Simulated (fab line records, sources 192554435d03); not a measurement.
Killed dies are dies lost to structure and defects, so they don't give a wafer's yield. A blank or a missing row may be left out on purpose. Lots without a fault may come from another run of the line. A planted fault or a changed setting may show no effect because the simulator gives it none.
fab line records | flow n5_finfet | part 1 of 2: steps 1 to 21 of 28
record lots=5 wafers=15 last_day=15
route steps=1938 shown BEOL_M7@1329 BEOL_M8@1332
lots that met no fault: from a run of the same line without faults
start_h: hours from the record's first day to the start of the lot's first wafer shown | wait_h: hours since the lot's step before | " the same as in the row above | L1.1+2: a row that stands for several wafers | - no value, or no start given | * or withheld: withheld | < > ~ a bound
route shown NAME@n: a module of which the file shows steps, and the number in the route of the first | usual: mean/standard deviation of fault-free wafers | same: alike in all rows | chamber/n: place in a boat | sites: the reading at each site | _std_site: their standard deviation | _edge_site: outer sites' mean less inner sites' | radius_mm: how far each site lies from the wafer's centre | mask NAME#n: copy n | behind: the tool/chamber that last shaped the wafer | hold: why the lot was held/for how many hours/how that ended | device: the transistor (n, p or np) that didn't switch | end of line: the same wafers' tests at the end of the route | a step without rows: its recipe alone | killed: dies lost to structure and defects at the first sort, not the wafer's yield | map: a wafer's dies, x killed, . not, _ none there
set.NAME: the setting as run; set.NAME@STEP: as run at that earlier step | model.NAME: the simulator's own value behind a step, which no gauge read
lots at some steps of the route; a table a step, a row a wafer
services: from which hour (start_h, from the record's first day; less than 0 if before it) a tool's chamber was out of use, for how many hours, and why
## steps
# step N5_BEOL_M7_DEP_56
# recipe material=SiCN target_thk_a=100 temp_c=withheld precursor=3MS/NH3 pressure_torr=3 rf_w=202 time_s=17.5
# usual showerhead_plenum_p_Torr=3.665/0.017 throttle_valve_pct=9.2/0.53
# columns lot.wafer tool chamber start_h wait_h showerhead_plenum_p_Torr throttle_valve_pct
L076.1 pecvd-02 0 208.82 0.0 3.687 8.6
L076.2 " 1 " " 3.667 9.8
L076.5 " 1 " " 3.667 9.3
L077.1 pecvd-04 1 210.66 0.0 3.635 9.5
L077.3 " 2 " " 3.651 10.0
L077.5 " 0 " " 3.661 9.1
L074.2 pecvd-03 1 220.99 0.0 3.672 9.2
L074.4 " 1 " " 3.671 9.1
L074.6 " 2 " " 3.670 8.7
L082.1 pecvd-02 2 246.21 0.0 3.696 8.8
L082.3 " 0 " " 3.684 8.7
L082.6 " 2 " " 3.682 9.1
L087.2 pecvd-04 0 280.87 0.0 3.662 9.3
L087.3 " 2 " " 3.665 10.2
L087.4 " 2 " " 3.665 10.3
# step N5_BEOL_M7_RS_MEAS_57
# recipe thk_meas_gauge=four-point-probe reads=Cu_of_BEOL_M7_ECD_50+Co_of_BEOL_M7_CVD_78+TaN_of_BEOL_M7_ALD_77
# usual M7_RS=0.290/0.013
# columns lot.wafer tool chamber start_h wait_h M7_RS[ohm/sq]
L076.1 film_metro-01 - 208.89 0.1 0.286
L076.2 " - " " 0.302
L076.5 " - " " 0.295
L077.1 film_metro-02 - 210.73 0.1 0.282
L077.3 " - " " 0.306
L077.5 " - " " 0.298
L074.2 film_metro-02 - 221.06 0.1 0.289
L074.4 " - " " 0.292
L074.6 " - " " 0.295
L082.1 film_metro-01 - 246.28 0.1 0.302
L082.3 " - " " 0.272
L082.6 " - " " 0.293
L087.2 film_metro-01 - 280.94 0.1 0.303
L087.3 " - " " 0.304
L087.4 " - " " 0.274
# step N5_BEOL_M7_INSPECT_58
# recipe inspect_instrument=darkfield mode=post_dep
# usual raw_defect_count=73/27
# columns lot.wafer tool chamber start_h wait_h raw_defect_count
L076.1 defect_inspect-01 - 208.92 0.0 58
L076.2 " - " " 24
L076.5 " - " " 38
L077.1 defect_inspect-01 - 210.76 0.0 58
L077.3 " - " " 48
L077.5 " - " " 31
L074.2 defect_inspect-01 - 221.08 0.0 49
L074.4 " - " " 57
L074.6 " - " " 42
L082.1 defect_inspect-02 - 246.30 0.0 60
L082.3 " - " " 99
L082.6 " - " " 76
L087.2 defect_inspect-02 - 280.96 0.0 66
L087.3 " - " " 86
L087.4 " - " " 66
# step N5_BEOL_M8_ILD_DEP_00
# recipe material=SiCOH_lowk target_thk_a=1797.5 temp_c=300 precursor=DEMS/porogen pressure_torr=5 rf_w=500 time_s=33.4
# usual heater_power_w=324/74 showerhead_plenum_p_Torr=5.735/0.017 throttle_valve_pct=14.1/0.81
# columns lot.wafer tool chamber start_h wait_h heater_power_w showerhead_plenum_p_Torr throttle_valve_pct
L076.1 pecvd-04 0 208.96 0.0 445 5.728 13.6
L076.2 " 1 " " 231 5.702 14.2
L076.5 " 1 " " 239 5.718 14.6
L077.1 pecvd-03 1 210.80 0.0 288 5.743 14.5
L077.3 " 0 " " 271 5.757 14.2
L077.5 " 0 " " 277 5.765 14.1
L074.2 pecvd-04 2 221.12 0.0 344 5.737 15.3
L074.4 " 0 " " 499 5.713 14.1
L074.6 " 1 " " 254 5.704 14.7
L082.1 pecvd-04 0 246.34 0.0 448 5.725 13.7
L082.3 " 2 " " 320 5.744 15.3
L082.6 " 0 " " 466 5.732 13.4
L087.2 pecvd-04 1 281.00 0.0 246 5.712 14.4
L087.3 " 0 " " 472 5.735 13.8
L087.4 " 1 " " 254 5.700 14.5
# step N5_BEOL_M8_CURE_74
# recipe temp_c=385 time_s=240 ambient=He/Ar material=SiCOH_lowk
# usual lamp_power_pct=52.32/0.062 wafer_temp_C_max=387.1/0.59
# columns lot.wafer tool chamber start_h wait_h lamp_power_pct wafer_temp_C_max
L076.1 uv_cure-03 2 209.02 0.0 52.38 388.8
L076.2 " 2 " " 52.27 389.3
L076.5 " 2 " " 52.34 387.7
L077.1 uv_cure-02 2 210.86 0.0 52.27 387.0
L077.3 " 2 " " 52.33 386.7
L077.5 " 2 " " 52.31 387.3
L074.2 uv_cure-02 2 221.26 0.1 52.29 386.8
L074.4 " 2 " " 52.33 386.8
L074.6 " 2 " " 52.31 386.8
L082.1 uv_cure-01 2 246.40 0.0 52.29 386.9
L082.3 " 2 " " 52.35 387.2
L082.6 " 2 " " 52.27 386.8
L087.2 uv_cure-02 1 281.14 0.1 52.39 387.2
L087.3 " 1 " " 52.45 386.8
L087.4 " 1 " " 52.40 386.5
# step N5_BEOL_M8_THK_MEAS_01
# recipe reads=SiCOH_lowk_of_BEOL_M8_ILD_DEP_00
# usual M8_ILD_THK=154.6/2.2
# columns lot.wafer tool chamber start_h wait_h M8_ILD_THK[nm]
L076.1 film_metro-02 - 210.01 0.8 156.7
L076.2 " - " " 156.9
L076.5 " - " " 159.1
L077.1 film_metro-02 - 211.37 0.4 151.3
L077.3 " - " " 153.6
L077.5 " - " " 156.5
L074.2 film_metro-01 - 221.70 0.4 152.3
L074.4 " - " " 155.7
L074.6 " - " " 157.4
L082.1 film_metro-01 - 246.92 0.4 157.0
L082.3 " - " " 154.2
L082.6 " - " " 158.9
L087.2 film_metro-01 - 281.58 0.4 154.0
L087.3 " - " " 153.9
L087.4 " - " " 155.2
# step N5_BEOL_M8_PECVD_70
# recipe material=SiO2 target_thk_a=200 temp_c=400 precursor=TEOS/O2 pressure_torr=5.5 rf_w=450 teos_flow_sccm=53.8 gas=O2 flow_sccm=3000 time_s=22.7
# usual heater_power_w=734/130 showerhead_plenum_p_Torr=8.77/0.071 throttle_valve_pct=22.7/1.3
# columns lot.wafer tool chamber start_h wait_h heater_power_w showerhead_plenum_p_Torr throttle_valve_pct
L076.1 pecvd-03 0 210.05 0.0 629 8.83 23.0
L076.2 " 1 " " 700 8.80 23.2
L076.5 " 0 " " 644 8.86 23.4
L077.1 pecvd-04 1 211.41 0.0 531 8.64 23.3
L077.3 " 0 " " 1053 8.74 22.3
L077.5 " 0 " " 1067 8.74 22.3
L074.2 pecvd-01 1 221.73 0.0 682 8.75 21.8
L074.4 " 1 " " 697 8.76 21.8
L074.6 " 0 " " 667 8.80 22.2
L082.1 pecvd-04 2 246.95 0.0 679 8.76 24.7
L082.3 " 0 " " 928 8.74 22.2
L082.6 " 1 " " 613 8.63 23.1
L087.2 pecvd-04 0 281.61 0.0 1039 8.76 22.0
L087.3 " 2 " " 676 8.75 24.9
L087.4 " 1 " " 613 8.62 23.2
# step N5_BEOL_M8_HM_DEP_02
# recipe material=TiN target_thk_a=200 temp_c=25 chamber_pressure_pa=0.49996
# usual throttle_valve_pct=29.5/0.91
# columns lot.wafer tool chamber start_h wait_h throttle_valve_pct
L076.1 pvd_sputter-01 - 210.52 0.5 29.9
L076.2 " - " " 27.6
L076.5 " - " " 29.8
L077.1 pvd_sputter-01 - 213.05 1.6 29.9
L077.3 " - " " 29.8
L077.5 " - " " 27.3
L074.2 pvd_sputter-01 - 223.20 1.5 27.6
L074.4 " - " " 29.1
L074.6 " - " " 29.6
L082.1 pvd_sputter-01 - 247.81 0.8 29.9
L082.3 " - " " 27.7
L082.6 " - " " 29.5
L087.2 pvd_sputter-03 - 282.94 1.3 29.1
L087.3 " - " " 30.0
L087.4 " - " " 30.7
# step N5_BEOL_M8_COAT_59
# recipe resist=SOC temp_c=250 time_s=60 spin_rpm=1500 resist_thk_nm=100
# usual chill_plate_temp_C=22.97/0.11
# columns lot.wafer tool chamber start_h wait_h chill_plate_temp_C
L076.1 litho_track-01 0 210.65 0.1 23.05
L076.2 " 0 " " 23.04
L076.5 " 0 " " 22.97
L077.1 litho_track-01 0 213.18 0.1 22.80
L077.3 " 0 " " 22.93
L077.5 " 0 " " 23.00
L074.2 litho_track-03 0 223.34 0.1 23.06
L074.4 " 0 " " 23.07
L074.6 " 0 " " 23.04
L082.1 litho_track-01 0 247.94 0.1 22.89
L082.3 " 0 " " 23.01
L082.6 " 0 " " 22.72
L087.2 litho_track-04 0 283.07 0.1 23.01
L087.3 " 0 " " 22.90
L087.4 " 0 " " 22.84
# step N5_BEOL_M8_COAT_60
# recipe resist=SiARC temp_c=220 time_s=60 spin_rpm=1500 resist_thk_nm=35
# usual chill_plate_temp_C=23.00/0.12
# columns lot.wafer tool chamber start_h wait_h chill_plate_temp_C
L076.1 litho_track-01 0 - - 22.94
L076.2 " 0 " " 22.93
L076.5 " 0 " " 23.07
L077.1 litho_track-01 0 - - 22.79
L077.3 " 0 " " 23.06
L077.5 " 0 " " 23.01
L074.2 litho_track-03 0 - - 22.88
L074.4 " 0 " " 22.91
L074.6 " 0 " " 22.91
L082.1 litho_track-01 0 - - 23.07
L082.3 " 0 " " 23.11
L082.6 " 0 " " 23.06
L087.2 litho_track-04 0 - - 23.11
L087.3 " 0 " " 22.91
L087.4 " 0 " " 22.91
# step N5_BEOL_M8_COAT_05
# recipe resist=CAR-ArF spin_rpm=1500 resist_thk_nm=90
# usual chill_plate_temp_C=22.99/0.1
# columns lot.wafer tool chamber start_h wait_h chill_plate_temp_C
L076.1 litho_track-01 0 - - 22.97
L076.2 " 0 " " 23.03
L076.5 " 0 " " 22.96
L077.1 litho_track-01 0 - - 23.07
L077.3 " 0 " " 22.90
L077.5 " 0 " " 23.08
L074.2 litho_track-03 0 - - 23.05
L074.4 " 0 " " 23.11
L074.6 " 0 " " 23.02
L082.1 litho_track-01 0 - - 22.84
L082.3 " 0 " " 22.86
L082.6 " 0 " " 22.78
L087.2 litho_track-04 0 - - 23.13
L087.3 " 0 " " 22.94
L087.4 " 0 " " 23.13
# step N5_BEOL_M8_EBR_07
# recipe solvent=PGMEA ebr_width_mm=1.5
# usual chill_plate_temp_C=23.00/0.1
# columns lot.wafer tool chamber start_h wait_h chill_plate_temp_C
L076.1 litho_track-01 0 - - 22.97
L076.2 " 0 " " 22.98
L076.5 " 0 " " 23.00
L077.1 litho_track-01 0 - - 22.89
L077.3 " 0 " " 23.01
L077.5 " 0 " " 23.02
L074.2 litho_track-03 0 - - 22.88
L074.4 " 0 " " 22.95
L074.6 " 0 " " 22.82
L082.1 litho_track-01 0 - - 23.09
L082.3 " 0 " " 23.14
L082.6 " 0 " " 23.14
L087.2 litho_track-04 0 - - 23.19
L087.3 " 0 " " 22.92
L087.4 " 0 " " 23.00
# step N5_BEOL_M8_SOFTBAKE_06
# recipe temp_c=110 time_s=60 resist=CAR-ArF
# usual chill_plate_temp_C=23.00/0.11
# columns lot.wafer tool chamber start_h wait_h chill_plate_temp_C
L076.1 litho_track-01 0 - - 22.79
L076.2 " 0 " " 22.85
L076.5 " 0 " " 23.16
L077.1 litho_track-01 0 - - 23.08
L077.3 " 0 " " 22.92
L077.5 " 0 " " 22.92
L074.2 litho_track-03 0 - - 22.93
L074.4 " 0 " " 23.07
L074.6 " 0 " " 23.17
L082.1 litho_track-01 0 - - 23.13
L082.3 " 0 " " 22.89
L082.6 " 0 " " 23.05
L087.2 litho_track-04 0 - - 22.73
L087.3 " 0 " " 22.80
L087.4 " 0 " " 22.88
# step N5_BEOL_M8_EXPOSE_08
# recipe mask_id=M8 na=1.35 source_shape=dipole sigma_inner=0.817 sigma_outer=0.97 polarization=te dose_mj=68.25
# columns lot.wafer tool chamber start_h wait_h mask
L076.1+2+5 arfi_scanner-01 0 210.89 - M8#0
L077.1+3+5 arfi_scanner-01 0 213.30 - M8#0
L074.2+4+6 arfi_scanner-01 0 223.47 - M8#0
L082.1+3+6 arfi_scanner-03 0 248.06 - M8#0
L087.2+3+4 arfi_scanner-03 0 283.32 - M8#0
# step N5_BEOL_M8_PEB_09
# recipe peb_temp_c=withheld peb_time_s=60 resist=CAR-ArF
# usual chill_plate_temp_C=22.98/0.11
# columns lot.wafer tool chamber start_h wait_h chill_plate_temp_C
L076.1 litho_track-03 0 210.95 0.1 22.91
L076.2 " 0 " " 22.97
L076.5 " 0 " " 23.05
L077.1 litho_track-03 0 213.36 0.1 22.84
L077.3 " 0 " " 22.76
L077.5 " 0 " " 22.81
L074.2 litho_track-03 0 223.52 0.0 22.85
L074.4 " 0 " " 22.83
L074.6 " 0 " " 22.79
L082.1 litho_track-01 0 248.12 0.1 22.96
L082.3 " 0 " " 23.02
L082.6 " 0 " " 22.96
L087.2 litho_track-03 0 283.37 0.0 22.94
L087.3 " 0 " " 22.92
L087.4 " 0 " " 22.96
# step N5_BEOL_M8_DEVELOP_10
# recipe develop_time_s=30 developer=TMAH resist=CAR-ArF rinse_liquid=diw dry=air_spin dev_temp_c=23
# usual chill_plate_temp_C=22.99/0.098
# columns lot.wafer tool chamber start_h wait_h chill_plate_temp_C
L076.1 litho_track-03 0 - - 23.08
L076.2 " 0 " " 23.03
L076.5 " 0 " " 23.02
L077.1 litho_track-03 0 - - 22.99
L077.3 " 0 " " 22.95
L077.5 " 0 " " 23.07
L074.2 litho_track-03 0 - - 23.14
L074.4 " 0 " " 23.04
L074.6 " 0 " " 23.03
L082.1 litho_track-01 0 - - 22.93
L082.3 " 0 " " 22.98
L082.6 " 0 " " 23.04
L087.2 litho_track-03 0 - - 23.12
L087.3 " 0 " " 23.00
L087.4 " 0 " " 23.03
# step N5_BEOL_M8_CD_MEAS_11
# recipe target_cd_nm=38.5 landing_energy_ev=500 detector=se_inlens polarity=opening
# usual cd_nm=38.1/0.7
# columns lot.wafer tool chamber start_h wait_h cd_nm
L076.1 cd_sem-01 0 211.02 - 38.3
L076.2 " 0 " " 36.1
L076.5 " 0 " " 37.3
L077.1 cd_sem-03 0 213.43 - 37.3
L077.3 " 0 " " 37.9
L077.5 " 0 " " 38.2
L074.2 cd_sem-02 0 223.59 - 37.3
L074.4 " 0 " " 36.9
L074.6 " 0 " " 37.7
L082.1 cd_sem-01 0 248.18 - 38.1
L082.3 " 0 " " 37.2
L082.6 " 0 " " 38.2
L087.2 cd_sem-01 0 283.44 - 37.6
L087.3 " 0 " " 37.4
L087.4 " 0 " " 38.5
# step N5_BEOL_M8_OVL_MEAS_12
# recipe points_per_wafer=44
# usual M8_OVL=-0.1/0.72
# columns lot.wafer tool chamber start_h wait_h M8_OVL[nm]
L076.1 overlay-02 0 211.05 0.0 0.2
L076.2 " 0 " " -0.3
L076.5 " 0 " " 0.5
L077.1 overlay-01 0 213.46 0.0 0.9
L077.3 " 0 " " 0.3
L077.5 " 0 " " 1.1
L074.2 overlay-02 0 223.62 0.0 -0.2
L074.4 " 0 " " -1.2
L074.6 " 0 " " 0.3
L082.1 overlay-02 0 248.22 0.0 0.8
L082.3 " 0 " " 0.9
L082.6 " 0 " " 0.2
L087.2 overlay-01 0 283.47 0.0 0.0
L087.3 " 0 " " -0.4
L087.4 " 0 " " -0.1
# step N5_BEOL_M8_INSPECT_13
# recipe mode=adi inspect_instrument=brightfield
# usual raw_defect_count=426/100
# columns lot.wafer tool chamber start_h wait_h raw_defect_count
L076.1 defect_inspect-02 - 211.07 0.0 406
L076.2 " - " " 546
L076.5 " - " " 357
L077.1 defect_inspect-01 - 213.48 0.0 311
L077.3 " - " " 237
L077.5 " - " " 294
L074.2 defect_inspect-02 - 223.64 0.0 306
L074.4 " - " " 293
L074.6 " - " " 422
L082.1 defect_inspect-01 - 248.24 0.0 301
L082.3 " - " " 451
L082.6 " - " " 349
L087.2 defect_inspect-02 - 283.49 0.0 494
L087.3 " - " " 556
L087.4 " - " " 539
# step N5_BEOL_M8_DESCUM_16
# recipe chemistry=O2 time_s=7.9 source_power_w=50 bias_power_w=20 pressure_mtorr=20 rf_frequency_hz=2.712e+07 temp_c=40 resist=CAR-ArF o2_flow_sccm=225
# usual drypump_motor_current_A=5.5/0.53 oes_product_au=0.84/0.087 rf_vpp_V=242.9/1.1 showerhead_plenum_p_Torr=2.08/0.048 throttle_valve_pct=20.48/0.2
# columns lot.wafer tool chamber start_h wait_h drypump_motor_current_A oes_product_au rf_hours_counter_h rf_vpp_V showerhead_plenum_p_Torr throttle_valve_pct
L076.1 rie_diel-05 3 211.22 0.1 6.1 0.70 210 243.2 2.09 20.72
L076.2 " 0 " " 5.9 0.86 55 241.5 2.02 20.38
L076.5 " 1 " " 5.1 0.84 - 244.1 2.13 20.30
L077.1 rie_diel-06 1 213.52 0.0 5.9 0.67 245 242.2 2.05 20.77
L077.3 " 2 " " 4.7 0.95 8 240.8 2.07 20.55
L077.5 " 1 " " 5.9 0.67 - 242.5 2.05 20.81
L074.2 rie_diel-05 0 224.87 1.2 5.9 0.85 60 243.5 2.02 20.38
L074.4 " 3 " " 6.1 0.68 - 243.1 2.08 20.72
L074.6 " 1 " " 5.1 0.82 - 243.5 2.12 20.31
L082.1 rie_diel-05 0 248.27 0.0 5.9 0.84 71 242.5 2.01 20.39
L082.3 " 1 " " 5.0 0.81 61 243.3 2.12 20.33
L082.6 " 3 " " 6.1 0.68 - 243.1 2.08 20.73
L087.2 rie_diel-03 2 283.53 0.0 5.8 0.82 81 244.5 2.14 20.45
L087.3 " 3 " " 5.5 0.88 24 241.7 2.15 20.48
L087.4 " 2 " " 5.8 0.83 - 243.7 2.14 20.46
# step N5_BEOL_M8_ETCH_61
# recipe chemistry=CF4 target=SiARC target_depth_a=455 mask_material=CAR-ArF time_s=75.8 ion_energy_ev=80 pressure_mtorr=40 source_w=545 bias_w=36 Ar_flow_sccm=100 cf4_flow_sccm=100 ends=cleared
# usual bias_w=36.00/0.1 drypump_motor_current_A=5.5/0.52 etch_rf_on_time_s=76.7/2.6 mfc_ar_sccm=100.0/0.3 oes_product_au=0.71/0.072 rf_vpp_V=183.9/0.89 showerhead_plenum_p_Torr=2.13/0.045 throttle_valve_pct=15.60/0.2
# columns lot.wafer tool chamber start_h wait_h bias_w drypump_motor_current_A etch_rf_on_time_s mfc_ar_sccm oes_product_au rf_hours_counter_h rf_vpp_V showerhead_plenum_p_Torr throttle_valve_pct
L076.1 rie_diel-05 3 211.25 0.0 36.09 6.1 83.3 99.3 0.58 210 183.7 2.12 15.85
L076.2 " 0 " " 35.78 5.9 74.7 100.3 0.74 55 184.6 2.10 15.71
L076.5 " 1 " " 35.98 5.1 77.7 100.0 0.70 - 184.8 2.17 15.39
L077.1 rie_diel-06 1 213.55 0.0 35.90 5.9 78.7 99.9 0.56 245 184.3 2.11 16.04
L077.3 " 2 " " 36.03 4.7 74.1 99.5 0.80 8 183.5 2.11 15.53
L077.5 " 1 " " 35.98 5.8 79.6 100.2 0.55 - 183.7 2.11 16.03
L074.2 rie_diel-05 0 224.90 0.0 36.05 5.9 75.1 100.2 0.73 60 184.4 2.10 15.71
L074.4 " 3 " " 35.85 6.1 81.5 100.0 0.58 - 184.4 2.12 15.86
L074.6 " 1 " " 36.23 5.1 77.7 100.6 0.71 - 186.2 2.16 15.40
L082.1 rie_diel-05 0 248.31 0.0 35.92 5.9 74.9 99.7 0.72 71 184.4 2.09 15.73
L082.3 " 1 " " 36.15 5.1 78.1 100.0 0.68 61 184.5 2.16 15.42
L082.6 " 3 " " 35.97 6.1 81.0 100.5 0.57 - 183.2 2.12 15.88
L087.2 rie_diel-03 2 283.56 0.0 35.82 5.8 75.3 100.7 0.72 82 183.5 2.15 15.33
L087.3 " 3 " " 36.07 5.5 79.7 99.5 0.75 24 184.0 2.18 15.50
L087.4 " 2 " " 35.99 5.7 75.1 100.2 0.72 - 186.2 2.15 15.32
